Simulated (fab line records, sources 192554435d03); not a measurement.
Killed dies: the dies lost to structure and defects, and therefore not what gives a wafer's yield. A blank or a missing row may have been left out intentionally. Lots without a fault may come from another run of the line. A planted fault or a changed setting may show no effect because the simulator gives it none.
A struck lot beside a sound one :: flow n5-finfet :: 15 steps out of a route of 1938
Sound: wafers L201.1, L201.2, L201.4. Struck: wafers L214.4, L214.5, L214.6. The cause comes at the end.
Order at every step that has rows: each side's tool, ch and its chambers, its first start. Under that, the readings that differ: sound wafers :: struck wafers :: difference of the means :: sigmas: that difference in standard deviations of wafers without a fault.
alike: same words and numbers on both sides, and readings whose means sit less than 2 such deviations apart. not compared: any withheld reading, any reading some wafer has no value for, any bound like >300 that may hide the same value, and any number with overlapping values for which the record gives no deviation.
A row with sigmas, a row that says differs or no value, or rows on one side alone: a step with any of these is where the two part. Numbers that don't overlap but have no deviation are shown without sigmas and don't part them. A reading that every wafer of one side lacks parts them only if that side has two wafers or more.

N5_BEOL_M4_PRE_CLEAN_60: time 15 s.
  sound on cvd-co-01 ch 0,1,2, day 8 06:06; struck on cvd-co-02 ch 0,1,2, day 11 05:58
  alike: heater-power-w, rf-fwd-power-W
then, 2 steps without rows for these wafers: N5_BEOL_M4_CO_CAP_55 (material Co, precursor CCTBA/H2, target thk 2 nm, time 102.1 s); N5_BEOL_M4_PRE_CLEAN_56 (time 15 s).
N5_BEOL_M4_DEP_57: deposits SiCN from 3MS/NH3, target thk 8 nm, time 14 s.
  sound on pecvd-02 ch 0,1,2, day 8 06:15; struck on pecvd-01 ch 0,1,2, day 11 06:07
  alike: chamber-pressure-Torr, rf-fwd-power-W, showerhead-plenum-p-Torr, throttle-valve-pct
N5_BEOL_M4_RS_MEAS_58: a four-point-probe measurement.
  sound on film-metro-02 at day 8 06:19; struck on film-metro-01 at day 11 06:10
  alike: M4_RS
N5_BEOL_M4_INSPECT_59: inspects for defects (darkfield).
  sound on defect-inspect-01 at day 8 06:21; struck on defect-inspect-01 at day 11 06:11
  alike: raw-defect-count
N5_BEOL_M4_RC_MEAS_101:
  sound on prober-02 ch 0, day 8 06:22; struck on prober-01 ch 0, day 11 06:41
  alike: DIBL_N, DIBL_P, IOFF_N, IOFF_P, ION_N, ION_P, SS_N, SS_P, VT_N, VT_P
N5_BEOL_M5_ILD_DEP_00: deposits SiCOH lowk from DEMS/porogen, target thk 140.64 nm, time 25.9 s.
  sound on pecvd-04 ch 0,1,2, day 8 07:20; struck on pecvd-02 ch 0,2, day 11 07:13
  alike: chamber-pressure-Torr, heater-power-w, rf-fwd-power-W, showerhead-plenum-p-Torr, throttle-valve-pct
N5_BEOL_M5_CURE_79: cures SiCOH lowk, time 240 s.
  sound on uv-cure-02 ch 2, day 8 07:23; struck on uv-cure-01 ch 2, day 11 07:31
  alike: lamp-power-pct, wafer_temp_C_max
N5_BEOL_M5_THK_MEAS_01:
  sound on film-metro-02 at day 8 07:55; struck on film-metro-02 at day 11 07:47
reading: M5_ILD_THK (nm)
sound: 119.4 115.3 121.2
struck: 121.6 122.1 122.5
difference: +3.4
sigmas: +2
then, 1 step without rows for these wafers: N5_BEOL_M5_PECVD_70 (deposits SiO2 from TEOS/O2, target thk 16 nm, time 18 s).
N5_BEOL_M5_HM_DEP_02: deposits TiN, target thk 20 nm.
  sound on pvd-sputter-03 at day 8 08:08; struck on pvd-sputter-02 at day 11 08:44
  alike: substrate-temp-c, throttle-valve-pct
N5_BEOL_M5_COAT_59: time 60 s, resist thk 60 nm.
  sound on litho-track-02 ch 0, day 8 08:16; struck on litho-track-01 ch 0, day 11 08:52
reading: heater-power-total-W (W)
sound: 500.2 500.5 497.7
struck: 518.9 519.0 519.7
difference: +19.7
sigmas: +12

reading: plate-temp-C (C)
sound: 250.07 249.78 249.93
struck: 256.95 256.93 256.89
difference: +7.00
sigmas: +39
then, 1 step without rows for these wafers: N5_BEOL_M5_COAT_60 (time 60 s, resist thk 12 nm).
-- here the record skips 5 days between the struck wafers' starts before and after, leaving off in module BEOL_M5 and picking up in module PASSIVATION (first step shown: number 1936 of the route) --
N5_PASSIVATION_PROBE_49:
  sound on prober-02 at day 12 07:37; struck on prober-02 at day 16 13:10
reading: killed-at-other
sound: 15 10 2
struck: 4 2 1
difference: -7
sigmas: -2

reading: killed-open
sound: 77 84 92
struck: 55 54 62
difference: -27
sigmas: -2

reading: sort_bin_5_function (%)
sound: 6.6 4.9 7.6
struck: 4.0 3.8 5.1
difference: -2.1
sigmas: -2
  alike: defect-limited-yield, killed_at_M0_to_M3, killed_at_M4_up, killed-at-contacts, killed-at-front-end, killed-dies, killed-short, sort_bin_6_memory, sort_bin_8_speed, sort-n-pass, sort-yield-pct

## WHERE THEY PART
Last at N5_PASSIVATION_PROBE_49 as far as this record goes, first at N5_BEOL_M5_THK_MEAS_01.

WHY: what had been put in by the simulator
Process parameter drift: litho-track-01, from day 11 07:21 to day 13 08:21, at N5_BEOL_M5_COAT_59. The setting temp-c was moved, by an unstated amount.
